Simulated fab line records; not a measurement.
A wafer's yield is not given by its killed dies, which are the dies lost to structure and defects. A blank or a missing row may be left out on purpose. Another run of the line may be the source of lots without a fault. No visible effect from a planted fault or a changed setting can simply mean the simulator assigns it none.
fab line records | flow nandHarc | part 1 of 2: steps 1 to 16 of 30
record: lots: 5 | wafers: 15 | lastDay: 33
route steps=1302 shown A_STAIRCASE@699
lots untouched by any fault: they come from a run of this same line in which no faults occurred
startH: hours from the record's opening day to when the first of the lot's shown wafers began | waitH: time in hours since the lot's previous step | " the same as in the row above | L1.1+2: one row covering several wafers at once | - no value present, or no start provided | * or withheld: withheld | < > ~ a bound
route shown NAME@n: a module of which the file shows steps, and the number in the route of the first | usual: mean and standard deviation over wafers with no fault | same: alike in all rows | chamber/n: place in a boat | sites: per-site readings | _std_site: the standard deviation of these | _edge_site: outer sites' mean less inner sites' | radiusMm: for every site, how far away it sits from the centre of the wafer | mask NAME#n: copy n | behind: tool/chamber where the wafer was last shaped | hold: why the lot was held/for how many hours/how that ended | device: the n, p or np transistor that did not switch | end of line: the same wafers' tests at the end of the route | a step given without rows: its recipe and nothing more | killed: the dies lost at the first sort to structure and to defects; this is not the yield of the wafer | map: the dies of a wafer, with x for killed, . for not killed, _ for no die there
set.NAME: setting as actually run; set.NAME@STEP: the setting as run at that earlier step | model.NAME: the simulator's own value behind a step, which no gauge read
certain route steps with their lots: each step a table, each wafer a row
services: a tool's chamber out of use, with start hour (startH, from the record's first day; less than 0 if before it), hours out, and reason
== steps ==
step: NHARC_A_STAIRCASE_HARDBAKE_185
recipe: tempC: 120 | timeS: 140
lot.wafer  | tool          | chamber | startH | waitH
L077.1+2+3 | lithoTrack-02 | 0       | 383.39 | -
L084.1+2+6 | lithoTrack-05 | 0       | 470.65 | -
L091.1+3+6 | lithoTrack-02 | 0       | 529.85 | -
L092.4+5+6 | lithoTrack-03 | 0       | 534.50 | -
L097.1+3+5 | lithoTrack-05 | 0       | 592.39 | -
step: NHARC_A_STAIRCASE_DESCUM_186
recipe: timeS: 3 | o2FlowSccm: 200 | arFlowSccm: 0 | biasPowerW: 0 | chemistry: O2
usual: drypumpMotorCurrentA: 5.3/0.48 | oesProductAu: 1.001/0.0094 | rfVppV: 57.7/0.92 | showerheadPlenumPTorr: 1.89/0.11 | throttleValvePct: 11.310/0.0092
lot.wafer | tool       | chamber | startH | waitH | drypumpMotorCurrentA | oesProductAu | rfHoursCounterH | rfVppV | showerheadPlenumPTorr | throttleValvePct
L077.1    | rieDiel-06 | 0       | 383.48 | -     | 5.6                  | 0.986        | 20              | 56.9   | 1.78                  | 11.308
L077.3    | "          | 1       | "      | "     | 5.2                  | 0.987        | 23              | 58.9   | 2.05                  | 11.295
L077.2    | "          | 2       | "      | "     | 4.8                  | 0.996        | 26              | 55.3   | 1.77                  | 11.319
L084.2    | rieDiel-06 | 1       | 470.78 | -     | 5.1                  | 0.997        | 53              | 59.2   | 2.04                  | 11.315
L084.1    | "          | 0       | "      | "     | 5.6                  | 1.007        | 52              | 56.1   | 1.77                  | 11.309
L084.6    | "          | 2       | "      | "     | 4.8                  | 1.008        | -               | 57.1   | 1.76                  | 11.314
L091.3    | rieDiel-08 | 0       | 529.95 | -     | 5.1                  | 1.009        | 45              | 56.7   | 1.83                  | 11.302
L091.1    | "          | 3       | "      | "     | 5.2                  | 0.990        | 42              | 57.8   | 2.04                  | 11.295
L091.6    | "          | 1       | "      | "     | 4.9                  | 0.998        | -               | 57.7   | 1.91                  | 11.297
L092.5    | rieDiel-06 | 0       | 534.61 | -     | 5.6                  | 1.013        | -               | 59.6   | 2.07                  | 11.308
L092.6    | "          | 1       | "      | "     | 5.2                  | 0.996        | -               | 59.1   | 2.03                  | 11.313
L092.4    | "          | 3       | "      | "     | 5.0                  | 1.014        | -               | 56.6   | 1.78                  | 11.323
L097.1    | rieDiel-01 | 1       | 592.50 | -     | 6.3                  | 0.999        | 10              | 57.4   | 1.81                  | 11.315
L097.3    | "          | 2       | "      | "     | 6.0                  | 0.988        | 10              | 58.3   | 1.94                  | 11.293
L097.5    | "          | 0       | "      | "     | 6.0                  | 0.995        | -               | 58.5   | 1.88                  | 11.314
step: NHARC_A_STAIRCASE_TRIM_187
recipe: timeS: 211.2 | o2FlowSccm: 500 | arFlowSccm: 0 | biasW: 0 | chemistry: O2
usual: drypumpMotorCurrentA: 5.3/0.47 | oesProductAu: 1.001/0.01 | rfVppV: 57.7/0.89 | showerheadPlenumPTorr: 3.50/0.19 | throttleValvePct: 17.036/0.0097
lot.wafer | tool       | chamber | startH | waitH | drypumpMotorCurrentA | oesProductAu | rfHoursCounterH | rfVppV | showerheadPlenumPTorr | throttleValvePct
L077.2    | rieDiel-06 | 1       | 383.57 | 0.1   | 5.2                  | 0.999        | 23              | 58.9   | 3.77                  | 17.038
L077.3    | "          | 2       | "      | "     | 4.8                  | 1.008        | 26              | 57.3   | 3.29                  | 17.041
L077.1    | "          | 3       | "      | "     | 5.0                  | 1.017        | 23              | 58.4   | 3.32                  | 17.034
L084.2    | rieDiel-06 | 0       | 470.86 | 0.1   | 5.6                  | 1.004        | 52              | 57.6   | 3.29                  | 17.030
L084.1    | "          | 3       | "      | "     | 5.0                  | 1.025        | 57              | 57.4   | 3.31                  | 17.047
L084.6    | "          | 1       | "      | "     | 5.2                  | 0.998        | -               | 59.2   | 3.75                  | 17.051
L091.1    | rieDiel-08 | 2       | 530.06 | 0.1   | 4.8                  | 0.994        | 63              | 58.3   | 3.35                  | 17.028
L091.3    | "          | 3       | "      | "     | 5.2                  | 0.979        | 42              | 58.9   | 3.75                  | 17.044
L091.6    | "          | 1       | "      | "     | 4.9                  | 1.000        | -               | 56.8   | 3.52                  | 17.029
L092.4    | rieDiel-06 | 3       | 534.74 | 0.1   | 5.0                  | 1.021        | -               | 58.0   | 3.30                  | 17.035
L092.5    | "          | 0       | "      | "     | 5.6                  | 0.993        | -               | 57.4   | 3.80                  | 17.027
L092.6    | "          | 1       | "      | "     | 5.1                  | 0.990        | -               | 58.7   | 3.74                  | 17.059
L097.1    | rieDiel-01 | 3       | 592.59 | 0.1   | 5.3                  | 1.021        | 9               | 57.6   | 3.36                  | 17.016
L097.3    | "          | 0       | "      | "     | 6.0                  | 0.998        | 10              | 57.4   | 3.46                  | 17.047
L097.5    | "          | 2       | "      | "     | 6.1                  | 1.004        | -               | 58.4   | 3.58                  | 17.036
step: NHARC_A_STAIRCASE_ETCH_188
recipe: targetDepthA: 1000 | timeS: 40.5 | ionEnergyEv: 400 | c4f8FlowSccm: 20 | o2FlowSccm: 10 | arFlowSccm: withheld | rfW: 600 | biasW: 1000 | chemistry: C4F8/O2
usual: oesProductAu: 0.938/0.017 | rfVppV: 894/6.7
lot.wafer | tool       | chamber | startH | waitH | oesProductAu | rfHoursCounterH | rfVppV
L077.1    | rieDiel-06 | 2       | -      | -     | 0.948        | 26              | 888
L077.3    | "          | 3       | "      | "     | 0.978        | 23              | 889
L077.2    | "          | 1       | "      | "     | 0.945        | 23              | 904
L084.2    | rieDiel-06 | 0       | -      | -     | 0.958        | 52              | 887
L084.1    | "          | 2       | "      | "     | 0.941        | 54              | 885
L084.6    | "          | 3       | "      | "     | 0.980        | -               | 887
L091.3    | rieDiel-08 | 3       | -      | -     | 0.920        | 42              | 904
L091.1    | "          | 0       | "      | "     | 0.937        | 45              | 891
L091.6    | "          | 3       | "      | "     | 0.933        | -               | 905
L092.5    | rieDiel-06 | 0       | -      | -     | 0.946        | -               | 904
L092.4    | "          | 1       | "      | "     | 0.938        | -               | 904
L092.6    | "          | 3       | "      | "     | 0.959        | -               | 888
L097.1    | rieDiel-01 | 1       | -      | -     | 0.930        | 10              | 890
L097.3    | "          | 2       | "      | "     | 0.912        | 10              | 897
L097.5    | "          | 1       | "      | "     | 0.925        | -               | 890
step: NHARC_A_STAIRCASE_TRIM_189
recipe: timeS: 211.2 | o2FlowSccm: 500 | arFlowSccm: 0 | biasW: 0 | chemistry: O2
usual: drypumpMotorCurrentA: 5.3/0.48 | oesProductAu: 1.001/0.011 | rfVppV: 57.7/0.92 | showerheadPlenumPTorr: 3.47/0.18 | throttleValvePct: 17.036/0.01
lot.wafer | tool       | chamber | startH | waitH | drypumpMotorCurrentA | oesProductAu | rfHoursCounterH | rfVppV | showerheadPlenumPTorr | throttleValvePct
L077.2    | rieDiel-06 | 0       | -      | -     | 5.7                  | 1.001        | 21              | 57.6   | 3.30                  | 17.038
L077.3    | "          | 1       | "      | "     | 5.1                  | 0.996        | 23              | 58.4   | 3.77                  | 17.036
L077.1    | "          | 3       | "      | "     | 5.0                  | 1.015        | 23              | 57.0   | 3.32                  | 17.043
L084.1    | rieDiel-06 | 0       | -      | -     | 5.6                  | 0.993        | 52              | 58.2   | 3.29                  | 17.036
L084.2    | "          | 2       | "      | "     | 4.8                  | 0.995        | 54              | 57.3   | 3.27                  | 17.016
L084.6    | "          | 3       | "      | "     | 5.0                  | 1.017        | -               | 57.9   | 3.31                  | 17.039
L091.3    | rieDiel-08 | 0       | -      | -     | 5.1                  | 1.008        | 45              | 59.1   | 3.38                  | 17.041
L091.1    | "          | 2       | "      | "     | 4.8                  | 0.987        | 63              | 57.0   | 3.35                  | 17.042
L091.6    | "          | 0       | "      | "     | 5.1                  | 0.995        | -               | 56.9   | 3.38                  | 17.048
L092.4    | rieDiel-06 | 3       | -      | -     | 5.0                  | 1.013        | -               | 57.4   | 3.30                  | 17.041
L092.6    | "          | 0       | "      | "     | 5.6                  | 1.008        | -               | 58.3   | 3.80                  | 17.034
L092.5    | "          | 1       | "      | "     | 5.1                  | 0.997        | -               | 56.9   | 3.74                  | 17.025
L097.1    | rieDiel-01 | 3       | -      | -     | 5.3                  | 1.016        | 9               | 58.2   | 3.36                  | 17.023
L097.3    | "          | 1       | "      | "     | 6.3                  | 1.004        | 10              | 57.8   | 3.35                  | 17.031
L097.5    | "          | 0       | "      | "     | 6.0                  | 1.001        | -               | 58.3   | 3.46                  | 17.061
step: NHARC_A_STAIRCASE_ETCH_190
recipe: targetDepthA: 1000 | timeS: 40.5 | ionEnergyEv: 400 | c4f8FlowSccm: 20 | o2FlowSccm: 10 | arFlowSccm: withheld | rfW: 600 | biasW: 1000 | chemistry: C4F8/O2
usual: oesProductAu: 0.944/0.012 | rfVppV: 894/6.9
lot.wafer | tool       | chamber | startH | waitH | oesProductAu | rfHoursCounterH | rfVppV
L077.2    | rieDiel-06 | 2       | -      | -     | 0.964        | 26              | 888
L077.1    | "          | 0       | "      | "     | 0.943        | 21              | 888
L077.3    | "          | 1       | "      | "     | 0.933        | 23              | 905
L084.2    | rieDiel-06 | 3       | -      | -     | 0.973        | 57              | 886
L084.1    | "          | 1       | "      | "     | 0.934        | 53              | 903
L084.6    | "          | 3       | "      | "     | 0.968        | -               | 889
L091.1    | rieDiel-08 | 0       | -      | -     | 0.951        | 45              | 890
L091.3    | "          | 1       | "      | "     | 0.954        | 52              | 895
L091.6    | "          | 3       | "      | "     | 0.939        | -               | 904
L092.5    | rieDiel-06 | 3       | -      | -     | 0.947        | -               | 887
L092.4    | "          | 0       | "      | "     | 0.939        | -               | 906
L092.6    | "          | 1       | "      | "     | 0.923        | -               | 904
L097.1    | rieDiel-01 | 1       | -      | -     | 0.951        | 10              | 890
L097.3    | "          | 2       | "      | "     | 0.926        | 10              | 896
L097.5    | "          | 0       | "      | "     | 0.941        | -               | 893
step: NHARC_A_STAIRCASE_TRIM_191
recipe: timeS: 211.2 | o2FlowSccm: 500 | arFlowSccm: 0 | biasW: 0 | chemistry: O2
usual: drypumpMotorCurrentA: 5.3/0.48 | oesProductAu: 1.001/0.011 | rfVppV: 57.8/0.95 | showerheadPlenumPTorr: 3.48/0.19 | throttleValvePct: 17.036/0.0084
lot.wafer | tool       | chamber | startH | waitH | drypumpMotorCurrentA | oesProductAu | rfHoursCounterH | rfVppV | showerheadPlenumPTorr | throttleValvePct
L077.1    | rieDiel-06 | 0       | -      | -     | 5.7                  | 1.001        | 21              | 56.7   | 3.30                  | 17.042
L077.3    | "          | 1       | "      | "     | 5.1                  | 0.990        | 23              | 59.4   | 3.77                  | 17.033
L077.2    | "          | 2       | "      | "     | 4.8                  | 0.992        | 26              | 57.6   | 3.29                  | 17.027
L084.2    | rieDiel-06 | 3       | -      | -     | 5.0                  | 1.016        | 57              | 57.2   | 3.31                  | 17.034
L084.1    | "          | 1       | "      | "     | 5.2                  | 0.985        | 53              | 58.9   | 3.75                  | 17.050
L084.6    | "          | 2       | "      | "     | 4.8                  | 0.992        | -               | 56.0   | 3.27                  | 17.023
L091.1    | rieDiel-08 | 1       | -      | -     | 4.9                  | 1.001        | 52              | 56.9   | 3.52                  | 17.042
L091.3    | "          | 2       | "      | "     | 4.8                  | 0.986        | 64              | 57.8   | 3.34                  | 17.037
L091.6    | "          | 2       | "      | "     | 4.8                  | 0.996        | -               | 57.6   | 3.35                  | 17.025
L092.6    | rieDiel-06 | 1       | -      | -     | 5.2                  | 0.990        | -               | 58.2   | 3.73                  | 17.025
L092.4    | "          | 3       | "      | "     | 5.0                  | 1.016        | -               | 57.0   | 3.29                  | 17.030
L092.5    | "          | 0       | "      | "     | 5.7                  | 1.013        | -               | 59.5   | 3.80                  | 17.034
L097.3    | rieDiel-01 | 0       | -      | -     | 6.0                  | 1.006        | 10              | 57.4   | 3.47                  | 17.021
L097.1    | "          | 1       | "      | "     | 6.3                  | 1.001        | 10              | 56.9   | 3.35                  | 17.039
L097.5    | "          | 1       | "      | "     | 6.3                  | 1.001        | -               | 57.6   | 3.35                  | 17.023
step: NHARC_A_STAIRCASE_ETCH_192
recipe: targetDepthA: 1000 | timeS: 40.5 | ionEnergyEv: 400 | c4f8FlowSccm: 20 | o2FlowSccm: 10 | arFlowSccm: withheld | rfW: 600 | biasW: 1000 | chemistry: C4F8/O2
usual: oesProductAu: 0.946/0.012 | rfVppV: 894/6.8
lot.wafer | tool       | chamber | startH | waitH | oesProductAu | rfHoursCounterH | rfVppV
L077.3    | rieDiel-06 | 2       | -      | -     | 0.963        | 26              | 888
L077.1    | "          | 3       | "      | "     | 0.957        | 24              | 887
L077.2    | "          | 0       | "      | "     | 0.938        | 21              | 888
L084.2    | rieDiel-06 | 2       | -      | -     | 0.948        | 54              | 887
L084.1    | "          | 0       | "      | "     | 0.951        | 52              | 887
L084.6    | "          | 2       | "      | "     | 0.950        | -               | 886
L091.1    | rieDiel-08 | 2       | -      | -     | 0.930        | 64              | 889
L091.3    | "          | 0       | "      | "     | 0.953        | 45              | 892
L091.6    | "          | 2       | "      | "     | 0.945        | -               | 889
L092.6    | rieDiel-06 | 1       | -      | -     | 0.936        | -               | 904
L092.5    | "          | 3       | "      | "     | 0.965        | -               | 888
L092.4    | "          | 0       | "      | "     | 0.942        | -               | 906
L097.3    | rieDiel-01 | 3       | -      | -     | 0.960        | 10              | 890
L097.1    | "          | 0       | "      | "     | 0.940        | 10              | 894
L097.5    | "          | 0       | "      | "     | 0.943        | -               | 892
step: NHARC_A_STAIRCASE_TRIM_193
recipe: timeS: 211.2 | o2FlowSccm: 500 | arFlowSccm: 0 | biasW: 0 | chemistry: O2
usual: drypumpMotorCurrentA: 5.4/0.48 | oesProductAu: 1.003/0.011 | rfVppV: 57.6/0.94 | showerheadPlenumPTorr: 3.47/0.18 | throttleValvePct: 17.037/0.0091
lot.wafer | tool       | chamber | startH | waitH | drypumpMotorCurrentA | oesProductAu | rfHoursCounterH | rfVppV | showerheadPlenumPTorr | throttleValvePct
L077.3    | rieDiel-06 | 1       | -      | -     | 5.2                  | 0.993        | 23              | 58.1   | 3.77                  | 17.019
L077.2    | "          | 2       | "      | "     | 4.8                  | 0.996        | 26              | 57.3   | 3.29                  | 17.054
L077.1    | "          | 3       | "      | "     | 5.1                  | 1.008        | 24              | 57.2   | 3.32                  | 17.033
L084.2    | rieDiel-06 | 0       | -      | -     | 5.6                  | 1.000        | 52              | 57.0   | 3.29                  | 17.043
L084.1    | "          | 2       | "      | "     | 4.8                  | 0.988        | 54              | 57.6   | 3.27                  | 17.050
L084.6    | "          | 0       | "      | "     | 5.6                  | 0.993        | -               | 57.1   | 3.29                  | 17.050
L091.3    | rieDiel-08 | 1       | -      | -     | 4.9                  | 0.996        | 52              | 57.0   | 3.52                  | 17.025
L091.1    | "          | 3       | "      | "     | 5.2                  | 0.983        | 42              | 59.4   | 3.75                  | 17.043
L091.6    | "          | 1       | "      | "     | 4.9                  | 0.996        | -               | 57.7   | 3.52                  | 17.026
L092.4    | rieDiel-06 | 3       | -      | -     | 5.0                  | 1.021        | -               | 57.4   | 3.30                  | 17.034
L092.5    | "          | 0       | "      | "     | 5.6                  | 1.006        | -               | 59.1   | 3.80                  | 17.022
L092.6    | "          | 1       | "      | "     | 5.2                  | 0.998        | -               | 57.1   | 3.73                  | 17.051
L097.3    | rieDiel-01 | 3       | -      | -     | 5.3                  | 1.011        | 10              | 56.3   | 3.37                  | 17.051
L097.1    | "          | 0       | "      | "     | 6.0                  | 1.006        | 10              | 57.7   | 3.46                  | 17.040
L097.5    | "          | 2       | "      | "     | 6.0                  | 0.994        | -               | 57.9   | 3.58                  | 17.038
step: NHARC_A_STAIRCASE_ETCH_194
recipe: targetDepthA: 1000 | timeS: 40.5 | ionEnergyEv: 400 | c4f8FlowSccm: 20 | o2FlowSccm: 10 | arFlowSccm: withheld | rfW: 600 | biasW: 1000 | chemistry: C4F8/O2
usual: oesProductAu: 0.946/0.011 | rfVppV: 894/6.9
lot.wafer | tool       | chamber | startH | waitH | oesProductAu | rfHoursCounterH | rfVppV
L077.3    | rieDiel-06 | 1       | -      | -     | 0.937        | 23              | 906
L077.2    | "          | 2       | "      | "     | 0.959        | 26              | 886
L077.1    | "          | 3       | "      | "     | 0.961        | 24              | 889
L084.1    | rieDiel-06 | 1       | -      | -     | 0.943        | 53              | 904
L084.2    | "          | 3       | "      | "     | 0.967        | 57              | 887
L084.6    | "          | 0       | "      | "     | 0.942        | -               | 889
L091.3    | rieDiel-08 | 2       | -      | -     | 0.943        | 64              | 889
L091.1    | "          | 3       | "      | "     | 0.962        | 42              | 904
L091.6    | "          | 1       | "      | "     | 0.947        | -               | 896
L092.4    | rieDiel-06 | 0       | -      | -     | 0.943        | -               | 906
L092.5    | "          | 1       | "      | "     | 0.936        | -               | 903
L092.6    | "          | 3       | "      | "     | 0.951        | -               | 886
L097.1    | rieDiel-01 | 2       | -      | -     | 0.937        | 10              | 898
L097.3    | "          | 0       | "      | "     | 0.949        | 10              | 892
L097.5    | "          | 1       | "      | "     | 0.944        | -               | 889
step: NHARC_A_STAIRCASE_TRIM_196
recipe: timeS: 211.2 | o2FlowSccm: 500 | arFlowSccm: 0 | biasW: 0 | chemistry: O2
usual: drypumpMotorCurrentA: 5.4/0.49 | oesProductAu: 1.000/0.01 | rfVppV: 57.7/0.95 | showerheadPlenumPTorr: 3.48/0.18 | throttleValvePct: 17.038/0.0087
lot.wafer | tool       | chamber | startH | waitH | drypumpMotorCurrentA | oesProductAu | rfHoursCounterH | rfVppV | showerheadPlenumPTorr | throttleValvePct
L077.2    | rieDiel-08 | 2       | 384.62 | 0.1   | 4.8                  | 0.984        | 1               | 56.8   | 3.38                  | 17.040
L077.3    | "          | 3       | "      | "     | 5.2                  | 0.975        | 1               | 58.1   | 3.78                  | 17.034
L077.1    | "          | 0       | "      | "     | 5.1                  | 1.003        | 1               | 56.6   | 3.40                  | 17.022
L084.2    | rieDiel-06 | 3       | 471.93 | 0.1   | 5.0                  | 1.012        | 57              | 57.1   | 3.31                  | 17.048
L084.1    | "          | 0       | "      | "     | 5.7                  | 0.988        | 52              | 56.0   | 3.29                  | 17.053
L084.6    | "          | 1       | "      | "     | 5.2                  | 0.990        | -               | 59.1   | 3.75                  | 17.012
L091.1    | rieDiel-08 | 3       | 531.26 | 0.2   | 5.2                  | 0.986        | 42              | 58.6   | 3.75                  | 17.038
L091.3    | "          | 2       | "      | "     | 4.8                  | 0.993        | 64              | 57.8   | 3.35                  | 17.031
L091.6    | "          | 3       | "      | "     | 5.2                  | 0.993        | -               | 57.3   | 3.75                  | 17.045
L092.6    | rieDiel-06 | 0       | 539.80 | 0.1   | 5.7                  | 0.992        | -               | 58.2   | 3.80                  | 17.045
L092.5    | "          | 1       | "      | "     | 5.2                  | 0.995        | -               | 57.0   | 3.73                  | 17.035
L092.4    | "          | 3       | "      | "     | 5.0                  | 1.015        | -               | 57.5   | 3.29                  | 17.054
L097.1    | rieDiel-08 | 2       | 593.60 | 0.1   | 4.8                  | 1.008        | 9               | 56.5   | 3.34                  | 17.036
L097.3    | "          | 0       | "      | "     | 5.1                  | 0.998        | 12              | 56.9   | 3.37                  | 17.050
L097.5    | "          | 2       | "      | "     | 4.8                  | 1.004        | -               | 57.8   | 3.34                  | 17.046
step: NHARC_A_STAIRCASE_ETCH_197
recipe: targetDepthA: 1000 | timeS: 40.5 | ionEnergyEv: 400 | c4f8FlowSccm: 20 | o2FlowSccm: 10 | arFlowSccm: withheld | rfW: 600 | biasW: 1000 | chemistry: C4F8/O2
usual: oesProductAu: 0.952/0.019 | rfVppV: 895/6.5
lot.wafer | tool       | chamber | startH | waitH | oesProductAu | rfHoursCounterH | rfVppV
L077.2    | rieDiel-08 | 0       | -      | -     | 0.970        | 1               | 893
L077.1    | "          | 1       | "      | "     | 0.945        | 1               | 897
L077.3    | "          | 2       | "      | "     | 0.950        | 1               | 891
L084.2    | rieDiel-06 | 2       | -      | -     | 0.940        | 54              | 887
L084.1    | "          | 3       | "      | "     | 0.953        | 57              | 889
L084.6    | "          | 2       | "      | "     | 0.933        | -               | 887
L091.3    | rieDiel-08 | 1       | -      | -     | 0.937        | 52              | 895
L091.1    | "          | 3       | "      | "     | 0.928        | 42              | 904
L091.6    | "          | 2       | "      | "     | 0.931        | -               | 891
L092.6    | rieDiel-06 | 3       | -      | -     | 0.962        | -               | 886
L092.4    | "          | 0       | "      | "     | 0.945        | -               | 906
L092.5    | "          | 1       | "      | "     | 0.930        | -               | 904
L097.1    | rieDiel-08 | 3       | -      | -     | 0.957        | 12              | 904
L097.3    | "          | 1       | "      | "     | 0.973        | 9               | 896
L097.5    | "          | 3       | "      | "     | 0.955        | -               | 904
step: NHARC_A_STAIRCASE_TRIM_198
recipe: timeS: 211.2 | o2FlowSccm: 500 | arFlowSccm: 0 | biasW: 0 | chemistry: O2
usual: drypumpMotorCurrentA: 5.3/0.47 | oesProductAu: 1.001/0.01 | rfVppV: 57.8/0.98 | showerheadPlenumPTorr: 3.48/0.18 | throttleValvePct: 17.036/0.0086
lot.wafer | tool       | chamber | startH | waitH | drypumpMotorCurrentA | oesProductAu | rfHoursCounterH | rfVppV | showerheadPlenumPTorr | throttleValvePct
L077.1    | rieDiel-08 | 0       | -      | -     | 5.1                  | 1.016        | 1               | 58.9   | 3.40                  | 17.019
L077.2    | "          | 1       | "      | "     | 4.9                  | 1.010        | 1               | 57.2   | 3.55                  | 17.032
L077.3    | "          | 3       | "      | "     | 5.2                  | 0.995        | 1               | 58.7   | 3.78                  | 17.032
L084.2    | rieDiel-06 | 2       | -      | -     | 4.8                  | 0.995        | 55              | 58.0   | 3.27                  | 17.042
L084.1    | "          | 0       | "      | "     | 5.6                  | 0.998        | 53              | 57.1   | 3.28                  | 17.029
L084.6    | "          | 2       | "      | "     | 4.8                  | 1.001        | -               | 55.8   | 3.27                  | 17.042
L091.3    | rieDiel-08 | 1       | -      | -     | 4.9                  | 0.997        | 52              | 59.7   | 3.52                  | 17.040
L091.1    | "          | 2       | "      | "     | 4.8                  | 0.997        | 64              | 58.4   | 3.34                  | 17.043
L091.6    | "          | 2       | "      | "     | 4.8                  | 1.001        | -               | 57.8   | 3.34                  | 17.036
L092.6    | rieDiel-06 | 0       | -      | -     | 5.6                  | 0.999        | -               | 58.7   | 3.80                  | 17.043
L092.5    | "          | 1       | "      | "     | 5.2                  | 0.970        | -               | 58.5   | 3.73                  | 17.044
L092.4    | "          | 3       | "      | "     | 5.0                  | 1.005        | -               | 56.1   | 3.29                  | 17.028
L097.1    | rieDiel-08 | 1       | -      | -     | 4.9                  | 0.994        | 9               | 56.8   | 3.51                  | 17.027
L097.3    | "          | 2       | "      | "     | 4.8                  | 1.001        | 9               | 57.6   | 3.34                  | 17.034
L097.5    | "          | 2       | "      | "     | 4.8                  | 0.999        | -               | 57.7   | 3.34                  | 17.042
step: NHARC_A_STAIRCASE_ETCH_199
recipe: targetDepthA: 1000 | timeS: 40.5 | ionEnergyEv: 400 | c4f8FlowSccm: 20 | o2FlowSccm: 10 | arFlowSccm: withheld | rfW: 600 | biasW: 1000 | chemistry: C4F8/O2
usual: oesProductAu: 0.947/0.015 | rfVppV: 895/6.5
lot.wafer | tool       | chamber | startH | waitH | oesProductAu | rfHoursCounterH | rfVppV
L077.1    | rieDiel-08 | 3       | -      | -     | 0.947        | 1               | 905
L077.3    | "          | 0       | "      | "     | 0.971        | 1               | 892
L077.2    | "          | 2       | "      | "     | 0.939        | 1               | 891
L084.1    | rieDiel-06 | 0       | -      | -     | 0.951        | 53              | 886
L084.2    | "          | 1       | "      | "     | 0.931        | 54              | 903
L084.6    | "          | 0       | "      | "     | 0.955        | -               | 887
L091.1    | rieDiel-08 | 2       | -      | -     | 0.928        | 64              | 889
L091.3    | "          | 0       | "      | "     | 0.940        | 46              | 893
L091.6    | "          | 3       | "      | "     | 0.925        | -               | 903
L092.5    | rieDiel-06 | 0       | -      | -     | 0.935        | -               | 905
L092.6    | "          | 1       | "      | "     | 0.939        | -               | 903
L092.4    | "          | 3       | "      | "     | 0.961        | -               | 887
L097.1    | rieDiel-08 | 1       | -      | -     | 0.934        | 9               | 894
L097.3    | "          | 2       | "      | "     | 0.965        | 9               | 889
L097.5    | "          | 1       | "      | "     | 0.944        | -               | 897
step: NHARC_A_STAIRCASE_TRIM_200
recipe: timeS: 211.2 | o2FlowSccm: 500 | arFlowSccm: 0 | biasW: 0 | chemistry: O2
usual: drypumpMotorCurrentA: 5.3/0.47 | oesProductAu: 1.000/0.011 | rfVppV: 57.6/0.92 | showerheadPlenumPTorr: 3.49/0.18 | throttleValvePct: 17.037/0.0089
lot.wafer | tool       | chamber | startH | waitH | drypumpMotorCurrentA | oesProductAu | rfHoursCounterH | rfVppV | showerheadPlenumPTorr | throttleValvePct
L077.2    | rieDiel-08 | 0       | -      | -     | 5.1                  | 0.992        | 1               | 56.3   | 3.40                  | 17.042
L077.1    | "          | 1       | "      | "     | 4.9                  | 0.990        | 1               | 58.0   | 3.55                  | 17.032
L077.3    | "          | 3       | "      | "     | 5.2                  | 0.985        | 1               | 58.9   | 3.78                  | 17.059
L084.1    | rieDiel-06 | 0       | -      | -     | 5.6                  | 1.005        | 53              | 58.7   | 3.29                  | 17.034
L084.2    | "          | 3       | "      | "     | 5.0                  | 1.022        | 57              | 57.9   | 3.31                  | 17.038
L084.6    | "          | 1       | "      | "     | 5.2                  | 0.993        | -               | 58.5   | 3.75                  | 17.035
L091.1    | rieDiel-08 | 1       | -      | -     | 4.9                  | 1.003        | 53              | 57.5   | 3.52                  | 17.037
L091.3    | "          | 2       | "      | "     | 4.8                  | 0.996        | 65              | 57.2   | 3.34                  | 17.046
L091.6    | "          | 1       | "      | "     | 4.9                  | 1.007        | -               | 56.0   | 3.52                  | 17.032
L092.6    | rieDiel-06 | 3       | -      | -     | 5.0                  | 1.019        | -               | 55.3   | 3.29                  | 17.018
L092.5    | "          | 0       | "      | "     | 5.6                  | 0.999        | -               | 58.0   | 3.80                  | 17.033
L092.4    | "          | 1       | "      | "     | 5.1                  | 0.994        | -               | 58.3   | 3.73                  | 17.035
L097.1    | rieDiel-08 | 3       | -      | -     | 5.2                  | 0.990        | 12              | 59.6   | 3.74                  | 17.032
L097.3    | "          | 0       | "      | "     | 5.1                  | 0.986        | 12              | 56.5   | 3.37                  | 17.039
L097.5    | "          | 1       | "      | "     | 4.9                  | 0.992        | -               | 58.3   | 3.51                  | 17.025
step: NHARC_A_STAIRCASE_ETCH_201
recipe: targetDepthA: 1000 | timeS: 40.5 | ionEnergyEv: 400 | c4f8FlowSccm: 20 | o2FlowSccm: 10 | arFlowSccm: withheld | rfW: 600 | biasW: 1000 | chemistry: C4F8/O2
usual: oesProductAu: 0.947/0.016 | rfVppV: 895/6.8
lot.wafer | tool       | chamber | startH | waitH | oesProductAu | rfHoursCounterH | rfVppV
L077.2    | rieDiel-08 | 3       | -      | -     | 0.953        | 1               | 906
L077.1    | "          | 0       | "      | "     | 0.957        | 1               | 892
L077.3    | "          | 1       | "      | "     | 0.942        | 1               | 895
L084.1    | rieDiel-06 | 2       | -      | -     | 0.949        | 55              | 887
L084.2    | "          | 0       | "      | "     | 0.955        | 53              | 886
L084.6    | "          | 2       | "      | "     | 0.949        | -               | 888
L091.3    | rieDiel-08 | 3       | -      | -     | 0.934        | 43              | 904
L091.1    | "          | 0       | "      | "     | 0.950        | 46              | 891
L091.6    | "          | 1       | "      | "     | 0.920        | -               | 895
L092.5    | rieDiel-06 | 1       | -      | -     | 0.921        | -               | 903
L092.6    | "          | 3       | "      | "     | 0.957        | -               | 888
L092.4    | "          | 0       | "      | "     | 0.940        | -               | 908
L097.3    | rieDiel-08 | 2       | -      | -     | 0.952        | 9               | 888
L097.1    | "          | 1       | "      | "     | 0.942        | 9               | 895
L097.5    | "          | 3       | "      | "     | 0.958        | -               | 904
